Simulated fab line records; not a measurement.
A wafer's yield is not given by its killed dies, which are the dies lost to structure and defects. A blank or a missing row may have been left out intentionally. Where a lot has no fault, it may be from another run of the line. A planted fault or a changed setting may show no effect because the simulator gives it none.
fab line records	flow nand-harc
record: lots: 5	wafers: 15	last-day: 32
route steps=1302 shown A_M1@1180 A_BONDPAD@1202 END@1302
lots with no fault: from the same line, run without faults
start-h: hours from the record's opening day to when the first of the lot's shown wafers began	wait-h: hours from the lot's prior step to this one	" same as the row above	L1.1+2: a row that stands for several wafers	- no value, or no start given	* or withheld: withheld	< > ~ a bound
route shown NAME@n: a module of which the file shows steps, and the number in the route of the first	usual: mean/standard deviation of fault-free wafers	same: alike in all rows	chamber/n: place in a boat	sites: per-site readings	_std_site: their standard deviation	_edge_site: mean of outer sites minus mean of inner sites	radius-mm: for every site, how far away it sits from the centre of the wafer	mask NAME#n: copy n	behind: the tool/chamber that last shaped the wafer	hold: cause of the lot's hold/its duration in hours/its outcome	device: whichever transistor did not switch (one of n, p or np)	end of line: the same wafers' tests at the end of the route	a step given without rows: its recipe and nothing more	killed: not the wafer's yield, but the dies lost to structure and defects at the first sort	map: the dies of a wafer, with x for killed, . for not killed, _ for no die there
set.NAME: the setting that was run; set.NAME@STEP: the one run at that earlier step	model.NAME: the simulator's own value behind a step, which no gauge read
lots at some steps of the route; a table a step, a row a wafer
services: the hour from which a tool's chamber was out of use, counted from the record's first day as start-h (under 0 if before that day), plus the number of hours and why
== steps ==
step: NHARC_A_M1_OVL_MEAS_10
recipe: pitch-nm: 240
usual: overlay-x-nm: 0.0/0.85	overlay-y-nm: 0.3/0.87
lot.wafer	tool	chamber	start-h	wait-h	overlay-x-nm	overlay-y-nm
L170.1	overlay-01	-	531.48	-	-1.1	1.7
L170.4	"	-	"	"	-1.1	0.8
L170.5	"	-	"	"	-1.4	0.8
L173.1	overlay-01	-	551.65	-	1.2	-0.6
L173.2	"	-	"	"	1.1	-0.3
L173.5	"	-	"	"	1.2	0.0
L183.1	overlay-02	-	655.28	-	1.5	0.0
L183.3	"	-	"	"	1.3	0.2
L183.6	"	-	"	"	1.0	-0.1
L186.2	overlay-02	-	686.86	-	-0.5	-1.2
L186.3	"	-	"	"	-0.7	-0.7
L186.4	"	-	"	"	-0.9	-0.7
L189.1	overlay-02	-	717.40	-	0.0	0.1
L189.2	"	-	"	"	0.8	-0.1
L189.4	"	-	"	"	0.6	-0.1
step: NHARC_A_M1_INSPECT_11
usual: raw-defect-count: 87/38
lot.wafer	tool	chamber	start-h	wait-h	raw-defect-count
L170.1	defect-inspect-02	-	531.52	0.0	74
L170.4	"	-	"	"	60
L170.5	"	-	"	"	60
L173.1	defect-inspect-02	-	551.69	0.0	16
L173.2	"	-	"	"	16
L173.5	"	-	"	"	32
L183.1	defect-inspect-01	-	655.31	0.0	70
L183.3	"	-	"	"	78
L183.6	"	-	"	"	67
L186.2	defect-inspect-01	-	686.89	0.0	166
L186.3	"	-	"	"	140
L186.4	"	-	"	"	158
L189.1	defect-inspect-02	-	717.44	0.0	68
L189.2	"	-	"	"	75
L189.4	"	-	"	"	71
step: NHARC_A_M1_DESCUM_14
recipe: time-s: 3	o2-flow-sccm: 200	ar-flow-sccm: 0	bias-power-w: 0	chemistry: O2
step: NHARC_A_M1_ETCH_35
recipe: target-depth-a: 400	overetch-a: 120	time-s: 43.94	ion-energy-ev: 200	n2-flow-sccm: 150	h2-flow-sccm: 150	ar-flow-sccm: 0	rf-w: 400	bias-w: 150	chemistry: N2/H2
step: NHARC_A_M1_ETCH_15
recipe: target-depth-a: 1825	time-s: 91.2	c4f8-flow-sccm: withheld	ar-flow-sccm: 400	rf-w: 600	bias-w: 300	chemistry: C4F8/Ar
step: NHARC_A_M1_CD_MEAS_16
usual: cd-nm: 119.9/0.59
lot.wafer	tool	chamber	start-h	wait-h	cd-nm
L170.1	cd-sem-01	-	531.88	-	120.2
L170.4	"	-	"	"	121.4
L170.5	"	-	"	"	120.0
L173.1	cd-sem-03	-	552.05	-	119.5
L173.2	"	-	"	"	120.4
L173.5	"	-	"	"	120.7
L183.1	cd-sem-02	-	655.68	-	120.4
L183.3	"	-	"	"	119.5
L183.6	"	-	"	"	119.5
L186.2	cd-sem-03	-	687.27	-	119.9
L186.3	"	-	"	"	119.5
L186.4	"	-	"	"	119.7
L189.1	cd-sem-01	-	717.80	-	120.6
L189.2	"	-	"	"	119.9
L189.4	"	-	"	"	119.9
step: NHARC_A_M1_STRIP_18
recipe: power-w: 1000	n2-flow-sccm: 150	h2-flow-sccm: 150	ar-flow-sccm: 0	bias-w: 0	chemistry: N2/H2
usual: drypump-motor-current-A: 5.6/0.42	h2-flow-sccm: 150.0/0.4	oes-product-au: 1.000/0.0067	rf-fwd-power-W: 997.6/2.9	rf-vpp-V: 90.4/0.99	showerhead-plenum-p-Torr: 2.01/0.092	throttle-valve-pct: 14.171/0.0092
lot.wafer	tool	chamber	start-h	wait-h	drypump-motor-current-A	h2-flow-sccm	oes-product-au	rf-fwd-power-W	rf-hours-counter-h	rf-vpp-V	showerhead-plenum-p-Torr	throttle-valve-pct
L170.4	rie-diel-06	0	531.96	0.1	5.1	150.1	1.003	1000.0	0.6	91.6	2.20	14.173
L170.1	"	3	"	"	6.1	149.7	0.993	997.0	0.9	89.0	1.99	14.169
L170.5	"	1	"	"	5.4	149.4	0.987	995.9	-	91.5	1.97	14.166
L173.1	rie-diel-06	0	552.15	0.1	5.1	149.5	0.992	997.9	1.1	90.6	2.20	14.156
L173.2	"	2	"	"	5.3	150.2	0.989	997.9	1.2	90.7	2.01	14.175
L173.5	"	0	"	"	5.2	150.0	1.014	996.8	-	92.1	2.20	14.168
L183.3	rie-diel-11	0	655.75	0.1	6.1	149.9	1.006	995.5	2.5	89.8	1.95	14.179
L183.1	"	1	"	"	5.3	150.4	0.995	1005.7	2.3	91.4	2.16	14.191
L183.6	"	0	"	"	6.1	149.9	1.008	992.2	-	90.7	1.95	14.168
L186.4	rie-diel-13	1	687.34	0.1	5.4	150.4	0.992	1000.3	8.5	90.9	1.91	14.165
L186.2	"	2	"	"	5.8	149.5	0.987	995.9	8.8	90.2	2.06	14.183
L186.3	"	3	"	"	5.8	150.2	0.993	995.7	9.7	90.1	2.03	14.179
L189.4	rie-diel-11	0	717.88	0.1	6.1	150.3	0.993	995.5	4.8	89.4	1.95	14.173
L189.2	"	1	"	"	5.3	150.1	0.997	1000.6	5.4	91.1	2.15	14.172
L189.1	"	3	"	"	6.2	151.0	1.003	995.5	5.2	90.2	1.94	14.180
step: NHARC_A_M1_ETCH_28
recipe: target-depth-a: 300	over-etch-frac: 0.3	time-s: 72.99	ion-energy-ev: 150	cf4-flow-sccm: 50	n2-flow-sccm: 100	ar-flow-sccm: 150	rf-w: 300	bias-w: 100	chemistry: CF4/N2
usual: drypump-motor-current-A: 5.5/0.42	oes-product-au: 0.999/0.0075	rf-fwd-power-W: 297.7/1.1	rf-vpp-V: 313.4/2	showerhead-plenum-p-Torr: 2.59/0.11	throttle-valve-pct: 19.793/0.0092
lot.wafer	tool	chamber	start-h	wait-h	drypump-motor-current-A	oes-product-au	rf-fwd-power-W	rf-hours-counter-h	rf-vpp-V	showerhead-plenum-p-Torr	throttle-valve-pct
L170.4	rie-diel-06	1	-	-	5.4	0.983	295.6	0.9	312.7	2.55	19.816
L170.1	"	3	"	"	6.1	0.984	297.1	0.9	312.2	2.56	19.784
L170.5	"	1	"	"	5.5	0.987	295.6	-	313.8	2.55	19.797
L173.2	rie-diel-06	3	-	-	6.1	0.996	299.5	1.4	313.4	2.56	19.802
L173.1	"	1	"	"	5.4	0.988	296.9	1.4	312.6	2.55	19.797
L173.5	"	0	"	"	5.1	1.003	297.1	-	317.3	2.82	19.800
L183.3	rie-diel-11	0	-	-	6.1	1.003	297.4	2.6	311.1	2.52	19.786
L183.1	"	1	"	"	5.3	1.003	298.8	2.3	316.1	2.76	19.803
L183.6	"	0	"	"	6.1	0.999	299.4	-	311.5	2.52	19.804
L186.4	rie-diel-13	2	-	-	5.8	0.991	297.8	8.8	314.4	2.65	19.794
L186.2	"	3	"	"	5.8	0.992	296.3	9.7	312.5	2.61	19.799
L186.3	"	0	"	"	5.2	0.988	294.7	9.0	311.1	2.50	19.801
L189.1	rie-diel-11	1	-	-	5.3	0.999	299.3	5.5	317.0	2.76	19.781
L189.4	"	2	"	"	4.9	1.002	296.9	5.0	311.8	2.49	19.797
L189.2	"	3	"	"	6.2	1.001	297.5	5.3	312.3	2.51	19.805
step: NHARC_A_M1_STRIP_19
recipe: time-s: 600	temp-c: 30	chemistry: post-etch-residue-remover
step: NHARC_A_M1_DEGAS_29
recipe: temp-c: 250	time-s: 60
usual: heater-power-w: 325/30
lot.wafer	tool	chamber	start-h	wait-h	heater-power-w
L170.1	pvd-sputter-01	-	532.62	-	316
L170.4	"	-	"	"	328
L170.5	"	-	"	"	321
L173.1	pvd-sputter-01	-	552.77	-	347
L173.2	"	-	"	"	319
L173.5	"	-	"	"	345
L183.1	pvd-sputter-01	-	656.40	-	308
L183.3	"	-	"	"	310
L183.6	"	-	"	"	302
L186.3	pvd-sputter-01	-	687.98	-	307
L186.4	"	-	"	"	306
L186.2	"	-	"	"	333
L189.2	pvd-sputter-02	-	718.52	-	318
L189.1	"	-	"	"	364
L189.4	"	-	"	"	348
step: NHARC_A_M1_PRE_CLEAN_30
recipe: time-s: 30	temp-c: 280	gas: H2/He
step: NHARC_A_M1_PVD_20
recipe: target-thk-a: 50	bias-v: 168.6	power-w: 15000	chamber-pressure-pa: 0.12	time-s: 8.06	substrate-temp-c: 50	material: TaN
step: NHARC_A_M1_PVD_21
recipe: target-thk-a: 300	chamber-pressure-pa: 5	power-w: 5000	substrate-temp-c: 30	time-s: 20.49	material: Cu
usual: throttle-valve-pct: 30.2/1.2
lot.wafer	tool	chamber	start-h	wait-h	throttle-valve-pct
L170.1	pvd-sputter-01	-	532.84	-	29.8
L170.4	"	-	"	"	28.5
L170.5	"	-	"	"	30.5
L173.2	pvd-sputter-01	-	552.99	-	28.1
L173.1	"	-	"	"	29.7
L173.5	"	-	"	"	28.6
L183.1	pvd-sputter-01	-	656.62	-	29.8
L183.3	"	-	"	"	29.6
L183.6	"	-	"	"	30.0
L186.2	pvd-sputter-01	-	688.20	-	28.4
L186.3	"	-	"	"	30.1
L186.4	"	-	"	"	30.1
L189.2	pvd-sputter-02	-	718.74	-	31.6
L189.4	"	-	"	"	29.0
L189.1	"	-	"	"	30.0
step: NHARC_A_M1_ECD_22
recipe: target-thk-a: 4000	bath-temp-c: 25	material: Cu
step: NHARC_A_M1_ANNEAL_31
recipe: temp-c: 225	time-s: 90
usual: wafer_temp_C_max: 226.3/0.3
lot.wafer	tool	chamber	start-h	wait-h	wafer_temp_C_max
L170.1	rtp-anneal-01	0	533.35	0.3	226.6
L170.4	"	0	"	"	226.5
L170.5	"	0	"	"	225.8
L173.1	rtp-anneal-01	0	553.50	-	226.3
L173.2	"	0	"	"	226.2
L173.5	"	0	"	"	225.8
L183.1	rtp-anneal-02	0	657.14	0.3	226.4
L183.3	"	0	"	"	226.5
L183.6	"	0	"	"	226.8
L186.2	rtp-anneal-01	0	688.77	0.4	226.0
L186.3	"	0	"	"	226.7
L186.4	"	0	"	"	226.3
L189.1	rtp-anneal-01	0	719.25	0.3	226.3
L189.2	"	0	"	"	226.3
L189.4	"	0	"	"	226.3
step: NHARC_A_M1_CMP_23
recipe: t-overpolish-s: 20	target-thk-nm: 154.34
step: NHARC_A_M1_SRD_25
step: NHARC_A_M1_INSPECT_27
usual: raw-defect-count: 519/110
lot.wafer	tool	chamber	start-h	wait-h	raw-defect-count
L170.1	defect-inspect-02	-	534.16	0.0	680
L170.4	"	-	"	"	536
L170.5	"	-	"	"	490
L173.1	defect-inspect-02	-	554.32	0.0	321
L173.2	"	-	"	"	387
L173.5	"	-	"	"	443
L183.1	defect-inspect-01	-	657.95	0.0	692
L183.3	"	-	"	"	539
L183.6	"	-	"	"	589
L186.2	defect-inspect-01	-	689.54	0.0	469
L186.3	"	-	"	"	484
L186.4	"	-	"	"	573
L189.1	defect-inspect-01	-	720.07	0.0	502
L189.2	"	-	"	"	538
L189.4	"	-	"	"	516
step: NHARC_A_M1_PRE_CLEAN_32
recipe: time-s: 12	temp-c: 370	rf-power-w: 300	gas: NH3
step: NHARC_A_M1_DEP_33
recipe: target-thk-a: 300	temp-c: 370	target-thk-nm: 30	pressure-torr: 3	flow-sccm: 200	rf-w: 450	material: SiCN
step: NHARC_A_BONDPAD_DEP_00
recipe: target-thk-a: 2500	temp-c: 370	target-thk-nm: 250	pressure-torr: 3	flow-sccm: 200	rf-w: 450	material: SiCN
step: NHARC_A_BONDPAD_CMP_29
recipe: target-thk-nm: 200	material: SiCN
step: NHARC_A_BONDPAD_THK_MEAS_30
recipe: thk-meas-gauge: ellipsometry
usual: thk-nm: 200.0/1.2
lot.wafer	tool	chamber	start-h	wait-h	thk-nm
L170.1	film-metro-01	-	535.52	0.2	201.5
L170.4	"	-	"	"	199.1
L170.5	"	-	"	"	199.3
L173.1	film-metro-01	-	555.69	0.2	199.0
L173.2	"	-	"	"	201.4
L173.5	"	-	"	"	198.4
L183.1	film-metro-01	-	659.46	0.2	198.1
L183.3	"	-	"	"	197.7
L183.6	"	-	"	"	198.8
L186.3	film-metro-01	-	690.89	0.2	199.5
L186.4	"	-	"	"	201.4
L189.1	film-metro-01	-	721.43	0.2	199.0
L189.2	"	-	"	"	200.7
L189.4	"	-	"	"	200.9
step: NHARC_A_BONDPAD_SRD_31
step: NHARC_A_BONDPAD_DEHYDRATE_01
recipe: temp-c: 150	time-s: 120
step: NHARC_A_BONDPAD_HMDS_02
recipe: time-s: 30
step: NHARC_A_BONDPAD_COAT_33
recipe: temp-c: 200	time-s: 65
step: NHARC_A_BONDPAD_COAT_03
recipe: spin-rpm: 2000	resist-thk-nm: 600
step: NHARC_A_BONDPAD_SOFTBAKE_04
recipe: temp-c: 125	time-s: 70
step: NHARC_A_BONDPAD_EBR_05
step: NHARC_A_BONDPAD_EXPOSE_06
recipe: na: 0.55	dose-mj: 36.99	mask-id: A_BPAD
step: NHARC_A_BONDPAD_PEB_07
recipe: peb-temp-c: 128	peb-time-s: 80
step: NHARC_A_BONDPAD_DEVELOP_08
recipe: time-s: 50	dev-temp-c: 22
step: NHARC_A_BONDPAD_CD_MEAS_09
recipe: target-cd-nm: 500	landing-energy-ev: 500
usual: cd-nm: 499.6/1.4
lot.wafer	tool	chamber	start-h	wait-h	cd-nm
L170.1	cd-sem-01	0	535.96	-	499.9
L170.4	"	0	"	"	502.8
L170.5	"	0	"	"	500.9
L173.1	cd-sem-03	0	556.13	-	501.1
L173.2	"	0	"	"	499.5
L173.5	"	0	"	"	500.1
L183.1	cd-sem-03	0	660.06	-	500.0
L183.3	"	0	"	"	499.7
L183.6	"	0	"	"	498.1
L186.3	cd-sem-02	0	691.34	-	497.3
L186.4	"	0	"	"	500.0
L189.1	cd-sem-02	0	721.87	-	500.3
L189.2	"	0	"	"	498.0
L189.4	"	0	"	"	497.3
step: NHARC_A_BONDPAD_OVL_MEAS_35
usual: overlay-x-nm: -1/5.8	overlay-y-nm: 1/5.5
lot.wafer	tool	chamber	start-h	wait-h	overlay-x-nm	overlay-y-nm
L170.1	overlay-01	-	536.05	-	9	-5
L170.4	"	-	"	"	9	-5
L170.5	"	-	"	"	9	-5
L173.1	overlay-01	-	556.22	-	-1	-1
L173.2	"	-	"	"	-1	-1
L173.5	"	-	"	"	-2	-1
L183.1	overlay-02	-	660.14	-	4	3
L183.3	"	-	"	"	4	3
L183.6	"	-	"	"	4	4
L186.3	overlay-01	-	691.42	-	-6	4
L186.4	"	-	"	"	-6	5
L189.1	overlay-01	-	721.96	-	5	-2
L189.2	"	-	"	"	5	-3
L189.4	"	-	"	"	5	-2
step: NHARC_A_BONDPAD_HARDBAKE_10
recipe: temp-c: 118	time-s: 65
step: NHARC_A_BONDPAD_DESCUM_11
recipe: time-s: 3	o2-flow-sccm: 200	ar-flow-sccm: 0	bias-power-w: 0	chemistry: O2
step: NHARC_A_BONDPAD_ETCH_34
recipe: target-depth-a: 600	overetch-a: 180	time-s: 65.91	ion-energy-ev: 200	n2-flow-sccm: 150	h2-flow-sccm: 150	ar-flow-sccm: 0	rf-w: 400	bias-w: 150	chemistry: N2/H2
step: NHARC_A_BONDPAD_ETCH_12
recipe: target-depth-a: 2200	time-s: 110	chf3-flow-sccm: 50	o2-flow-sccm: 10	ar-flow-sccm: 200	rf-w: 500	bias-w: 200	chemistry: CHF3/O2
usual: drypump-motor-current-A: 5.6/0.49	oes-product-au: 0.943/0.019	rf-fwd-power-W: 496.7/1.7	rf-vpp-V: 370.3/1.7	showerhead-plenum-p-Torr: 2.39/0.068	throttle-valve-pct: 20.572/0.0079
lot.wafer	tool	chamber	start-h	wait-h	drypump-motor-current-A	oes-product-au	rf-fwd-power-W	rf-hours-counter-h	rf-vpp-V	showerhead-plenum-p-Torr	throttle-valve-pct
L170.1	rie-diel-03	0	-	-	6.0	0.983	497.8	3	368.2	2.36	20.573
L170.4	"	1	"	"	5.7	0.954	497.8	2	372.7	2.44	20.566
L170.5	"	3	"	"	5.0	0.981	494.8	-	372.9	2.45	20.560
L173.2	rie-diel-03	3	-	-	5.0	0.977	497.3	3	372.5	2.45	20.586
L173.1	"	0	"	"	6.0	0.976	499.3	3	369.2	2.36	20.582
L173.5	"	1	"	"	5.7	0.943	494.6	-	371.9	2.44	20.564
L183.1	rie-diel-03	0	-	-	6.0	0.957	495.8	1	370.0	2.36	20.575
L183.3	"	2	"	"	5.0	0.962	499.4	1	367.7	2.31	20.553
L183.6	"	3	"	"	5.0	0.960	497.3	-	371.5	2.45	20.564
L186.4	rie-diel-01	1	-	-	5.3	0.925	496.0	14	369.4	2.43	20.568
L186.3	"	3	"	"	5.5	0.934	496.5	21	367.8	2.27	20.577
L189.4	rie-diel-01	2	-	-	5.9	0.943	497.3	22	372.0	2.48	20.575
L189.1	"	0	"	"	6.5	0.925	496.8	24	369.6	2.38	20.563
L189.2	"	1	"	"	5.3	0.927	494.9	17	371.6	2.43	20.565
step: NHARC_A_BONDPAD_CD_MEAS_13
usual: cd-nm: 499.1/1.5
lot.wafer	tool	chamber	start-h	wait-h	cd-nm
L170.1	cd-sem-01	-	536.49	-	500.9
L170.4	"	-	"	"	501.9
L170.5	"	-	"	"	500.9
L173.1	cd-sem-01	-	556.65	-	501.9
L173.2	"	-	"	"	499.5
L173.5	"	-	"	"	499.4
L183.1	cd-sem-03	-	660.58	-	499.2
L183.3	"	-	"	"	499.3
L183.6	"	-	"	"	497.9
L186.3	cd-sem-01	-	692.42	-	496.8
L186.4	"	-	"	"	499.8
L189.1	cd-sem-01	-	722.46	-	500.2
L189.2	"	-	"	"	496.6
L189.4	"	-	"	"	496.6
step: NHARC_END_SORT_01
recipe: temp-c: 25
usual: defect-limited-yield: 92.9/2.4	killed-at-array: 44/16	killed-at-other: 0.6/1.1	killed-at-periphery: 3.9/2.6	killed-dies: 48/16	killed-open: 3.1/1.9	killed-short: 2.4/1.8	sort_bin_2_pct: 2.6/1	sort_bin_3_pct: 0.6/0.39	sort_bin_4_pct: 4.0/1.4	sort-n-pass: 629/16	sort-rim-yield-pct: 89/4.3	sort-yield-pct: 92.9/2.4
same: gross-dies: 677	sort_bin_5_pct[%]: 0	sort_bin_6_pct[%]: 0	sort_bin_7_pct[%]: 0	sort_bin_8_pct[%]: 0	sort-rim-n-gross: 106.00
lot.wafer	tool	chamber	start-h	wait-h	hold	defect-limited-yield[%]	killed-at-array	killed-at-other	killed-at-periphery	killed-dies	killed-open	killed-short	sort_bin_2_pct[%]	sort_bin_3_pct[%]	sort_bin_4_pct[%]	sort-n-pass	sort-rim-yield-pct[%]	sort-yield-pct[%]
L170.1	prober-02	0	565.88	2.5	-	94.5	34	1	2	37	3	0	2.8	0.3	2.4	640	86	94.5
L170.4	prober-02	0	568.29	3.4	-	93.5	39	2	3	44	2	5	1.9	0.6	4.0	633	89	93.5
L170.5	prober-02	0	569.10	3.7	-	94.5	33	2	2	37	4	1	1.5	0.3	3.7	640	90	94.5
L173.1	prober-02	0	583.78	2.5	-	97.6	16	0	0	16	1	1	0.6	0	1.8	661	95	97.6
L173.2	prober-02	0	584.58	2.8	-	97.6	15	0	1	16	4	1	0.9	0	1.5	661	95	97.6
L173.5	prober-02	0	587.00	3.7	-	95.3	29	0	3	32	2	3	1.2	0.4	3.1	645	91	95.3
L183.1	prober-01	0	695.13	2.5	-	92.5	43	0	8	51	4	3	3.0	1.0	3.5	626	89	92.5
L183.3	prober-01	0	696.74	3.1	-	94.8	29	0	6	35	3	1	2.4	0.6	2.2	642	92	94.8
L183.6	prober-01	0	699.14	4.0	-	93.6	38	2	3	43	1	6	2.8	0.3	3.2	634	87	93.6
L186.2	prober-01	0	722.51	2.8	await-dispo/1.2h/release	0	670	0	7	677	4	0	93.8	1.2	5.0	0	0	0
L186.3	prober-01	0	723.33	3.1	await-dispo/1.2h/release	89.8	65	0	4	69	5	3	4.1	0.4	5.6	608	78	89.8
L186.4	prober-01	0	724.15	3.5	await-dispo/1.2h/release	86.4	85	1	6	92	5	8	4.9	1.3	7.4	585	84	86.4
killed by level:class
L170.1 A_CHANNEL_HOLE_D1:chamber-film-flake=17 A_STAIRCASE:chamber-film-flake=5 A_CHANNEL_HOLE_D2:chamber-film-flake=5 A_CONTACT:chamber-film-flake=3 A_CHANNEL_FILL_D1:geometric-particle:open=1 A_DECK1_JOINT:geometric-particle:open=1 A_M0:geometric-particle:open=1 P_STI:chamber-film-flake=1
L170.4 A_CHANNEL_HOLE_D1:chamber-film-flake=18 A_STAIRCASE:chamber-film-flake=8 A_CHANNEL_HOLE_D2:chamber-film-flake=5 THIN_TSV:chamber-film-flake=2 P_GATE:geometric-particle:short=1 A_ONON_D1:geometric-particle:short=1 A_DECK1_JOINT:geometric-particle:short=1 A_WL_FILL:geometric-particle:short=1
L170.5 A_CHANNEL_HOLE_D1:chamber-film-flake=16 A_STAIRCASE:chamber-film-flake=8 A_CONTACT:chamber-film-flake=2 THIN_TSV:chamber-film-flake=2 A_SOURCE_PLATE:geometric-particle:open=1 A_CHANNEL_FILL_D1:geometric-particle:short=1 A_SGD_CUT:geometric-particle:open=1 A_BLC:geometric-particle:open=1
L173.1 A_CHANNEL_HOLE_D2:chamber-film-flake=7 A_CONTACT:chamber-film-flake=4 A_CHANNEL_HOLE_D2:geometric-particle:open=1 A_WL_FILL:geometric-particle:short=1 A_CHANNEL_FILL_D1:chamber-film-flake=1 A_WL_FILL:chamber-film-flake=1 A_CONTACT:unspecified=1
L173.2 A_CHANNEL_HOLE_D2:chamber-film-flake=6 A_CONTACT:geometric-particle:open=2 A_CONTACT:chamber-film-flake=2 P_CONTACT:geometric-particle:open=1 A_ONON_D1:geometric-particle:open=1 A_CHANNEL_FILL_D1:geometric-particle:short=1 A_CHANNEL_HOLE_D1:chamber-film-flake=1 A_CHANNEL_FILL_D2:chamber-film-flake=1
L173.5 A_CHANNEL_HOLE_D2:chamber-film-flake=9 A_CHANNEL_FILL_D1:chamber-film-flake=4 A_CONTACT:unspecified=4 A_CONTACT:chamber-film-flake=4 A_CHANNEL_HOLE_D1:chamber-film-flake=3 P_GATE:geometric-particle:short=1 P_M1:geometric-particle:open=1 A_CHANNEL_FILL_D1:geometric-particle:open=1
L183.1 A_SLIT:chamber-film-flake=15 A_CONTACT:chamber-film-flake=8 A_CHANNEL_HOLE_D1:chamber-film-flake=4 P_GATE:chamber-film-flake=3 A_SGD_CUT:chamber-film-flake=3 A_WL_FILL:chamber-film-flake=3 A_CONTACT:geometric-particle:open=2 P_ZERO_WELL:chamber-film-flake=2
L183.3 A_SLIT:chamber-film-flake=17 P_GATE:chamber-film-flake=3 A_SGD_CUT:chamber-film-flake=3 A_CONTACT:chamber-film-flake=3 A_ONON_D2:geometric-particle:open=2 P_STI:chamber-film-flake=2 A_STAIRCASE:chamber-film-flake=2 P_M1:geometric-particle:short=1
L183.6 A_SLIT:chamber-film-flake=18 A_CONTACT:chamber-film-flake=5 A_ONON_D2:geometric-particle:short=3 A_CHANNEL_HOLE_D1:chamber-film-flake=3 P_ZERO_WELL:chamber-film-flake=2 THIN_TSV:chamber-film-flake=2 A_CHANNEL_HOLE_D1:geometric-particle:short=1 A_CHANNEL_FILL_D2:geometric-particle:short=1
L186.2 A_M1:area-pvd=614 A_CHANNEL_HOLE_D1:chamber-film-flake=20 A_SLIT:chamber-film-flake=14 A_CHANNEL_HOLE_D2:chamber-film-flake=12 P_M1:chamber-film-flake=4 A_STAIRCASE:chamber-film-flake=3 A_CONTACT:chamber-film-flake=3 A_CHANNEL_FILL_D2:chamber-film-flake=2
L186.3 A_SLIT:chamber-film-flake=22 A_CHANNEL_HOLE_D1:chamber-film-flake=13 A_CHANNEL_HOLE_D2:chamber-film-flake=10 A_STAIRCASE:chamber-film-flake=8 P_M1:chamber-film-flake=2 A_CONTACT:chamber-film-flake=2 P_GATE:geometric-particle:open=1 A_CHANNEL_HOLE_D1:geometric-particle:open=1
L186.4 A_CHANNEL_HOLE_D1:chamber-film-flake=34 A_SLIT:chamber-film-flake=18 A_CHANNEL_HOLE_D2:chamber-film-flake=15 A_ONON_D1:geometric-particle:short=4 A_CONTACT:geometric-particle:open=2 P_M1:chamber-film-flake=2 A_M0:chamber-film-flake=2 A_CONTACT:chamber-film-flake=1
map L186.2 (x killed, . not)
____________x____________
_________xxxxxxx_________
_______xxxxxxxxxxx_______
______xxxxxxxxxxxxx______
_____xxxxxxxxxxxxxxx_____
____xxxxxxxxxxxxxxxxx____
____xxxxxxxxxxxxxxxxx____
___xxxxxxxxxxxxxxxxxxx___
___xxxxxxxxxxxxxxxxxxx___
__xxxxxxxxxxxxxxxxxxxxx__
__xxxxxxxxxxxxxxxxxxxxx__
_xxxxxxxxxxxxxxxxxxxxxxx_
_xxxxxxxxxxxxxxxxxxxxxxx_
_xxxxxxxxxxxxxxxxxxxxxxx_
_xxxxxxxxxxxxxxxxxxxxxxx_
_xxxxxxxxxxxxxxxxxxxxxxx_
xxxxxxxxxxxxxxxxxxxxxxxxx
xxxxxxxxxxxxxxxxxxxxxxxxx
xxxxxxxxxxxxxxxxxxxxxxxxx
xxxxxxxxxxxxxxxxxxxxxxxxx
xxxxxxxxxxxxxxxxxxxxxxxxx
_xxxxxxxxxxxxxxxxxxxxxxx_
_xxxxxxxxxxxxxxxxxxxxxxx_
_xxxxxxxxxxxxxxxxxxxxxxx_
_xxxxxxxxxxxxxxxxxxxxxxx_
_xxxxxxxxxxxxxxxxxxxxxxx_
__xxxxxxxxxxxxxxxxxxxxx__
__xxxxxxxxxxxxxxxxxxxxx__
___xxxxxxxxxxxxxxxxxxx___
___xxxxxxxxxxxxxxxxxxx___
____xxxxxxxxxxxxxxxxx____
____xxxxxxxxxxxxxxxxx____
_____xxxxxxxxxxxxxxx_____
______xxxxxxxxxxxxx______
_______xxxxxxxxxxx_______
_________xxxxxxx_________
____________x____________
map L170.4 (x killed, . not)
____________.____________
_________......._________
_______..........._______
______.............______
_____..............._____
____........xx.......____
____.................____
___x..................___
___...................___
__.x...................__
__......x...x..........__
_...............x......._
_............x..x......._
_.............x........._
_...............x......._
_..............x........_
.....................x...
.......x................x
........................x
......................xxx
.....................xxx.
_.....................xx_
_....................xxx_
_...................x.xx_
_.....................xx_
_.....................x._
__....................x__
__.....................__
___...................___
___...................___
____.................____
____...xx.xx...x.....____
_____......x........_____
______......x......______
_______.......x..._______
_________.x....._________
____________x____________
== services ==
tool	chamber	start-h	hours	kind
rie-diel-11	2	511.13	1.7	repair
rie-diel-11	0	515.01	-	clean
rie-diel-11	1	515.01	-	clean
rie-diel-11	2	515.01	-	clean
rie-diel-13	-	519.00	9.0	pm
pvd-sputter-02	-	544.66	4.3	repair
rie-diel-01	-	558.11	9.0	pm
rie-diel-06	-	574.07	0.5	repair
rie-diel-06	2	578.23	2.0	repair
pvd-sputter-01	-	582.04	10.0	pm
rie-diel-01	3	601.55	3.7	repair
rie-diel-01	1	604.61	18.3	repair
rie-diel-11	-	609.50	9.0	pm
rie-diel-13	3	629.27	2.4	repair
rie-diel-03	-	635.31	9.0	pm
pvd-sputter-02	-	638.06	10.0	pm
pvd-sputter-01	-	638.48	5.0	repair
rie-diel-13	2	657.32	9.6	repair
rie-diel-06	2	659.95	6.4	repair
rie-diel-06	-	661.20	9.0	pm
pvd-sputter-01	-	672.18	4.0	repair
rie-diel-13	-	696.00	9.0	pm
rie-diel-11	0	698.35	4.5	repair
pvd-sputter-02	-	713.26	3.9	repair
== key ==
first-sign: step: NHARC_END_SORT_01	reading: sort_bin_2_pct	direction: up	sigmas: 88	usual: 2.6	struck: 93.8
effect: step: NHARC_END_SORT_01	reading: killed-at-array	direction: up	sigmas: 40	usual: 44	struck: 670
more-kills-born-at: NHARC_A_M1_PVD_21@pvd-sputter-01: 614
met-at NHARC_A_M1_PVD_21
struck-wafers L186.2
later-rows-left-out L186.2
onset-between 552.99 688.20
fault: kind: process-parameter-drift	tool: pvd-sputter-01	chamber: -	onset-h: 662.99	steps: NHARC_A_M1_PVD_21	channel: target-thk-a	offset: *	shape: step	end-h: 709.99	acts-in: *	stated: *	scope: struck-wafers-only
later-rows-left-out: the simulator's readings of these wafers behind a module that went badly wrong aren't trusted and aren't shown, but for the sort
